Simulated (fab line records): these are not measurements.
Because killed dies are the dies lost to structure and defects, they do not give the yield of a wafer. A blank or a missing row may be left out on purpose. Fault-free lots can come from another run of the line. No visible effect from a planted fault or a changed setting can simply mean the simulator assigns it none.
Matching of chambers ; flow n5 finfet ; N5_FIN_SAQP_PECVD_48 on pecvd-03: 3 sister chambers
The step deposits SiNx from SiH4/NH3/N2, target thk 25 nm, time 22.1 s. 3 wafers are shown with their chamber, then 7 later ones without.

EACH WAFER AND ITS CHAMBER
wafer;chamber;showerhead plenum p Torr (Torr)
L086.1;1;5.14
L086.2;0;5.06
L087.5;2;4.95

WAFERS MISSING THEIR CHAMBER
wafer;showerhead plenum p Torr (Torr)
L087.6;5.14
L088.2;5.07
L088.3;5.14
L088.5;5.07
L089.1;5.07
L089.3;5.13
L089.4;5.08

WHICH CHAMBER EACH ONE RAN IN
wafer;from the rows above;in truth
L087.6;1;1
L088.2;0;0
L088.3;1;1
L088.5;0;0
L089.1;0;0
L089.3;1;1
L089.4;0;0
Correct placement for 7 of the 7. From these rows, 0 cannot be placed. 0 placed wrongly.
How it was worked out, from the rows above alone: a wafer's distance from a chamber is the root of the sum, over the readings, of the square of ((its reading less the chamber's mean) divided by the reading's scatter). The wafer belongs to the nearest chamber; if the next one is less than 2 further off, it can't be placed. The mean given for a chamber averages the wafers shown for that chamber. The scatter: with one shown wafer a chamber, the root of the mean of the squares of how far each hidden wafer lies from its nearest shown one.
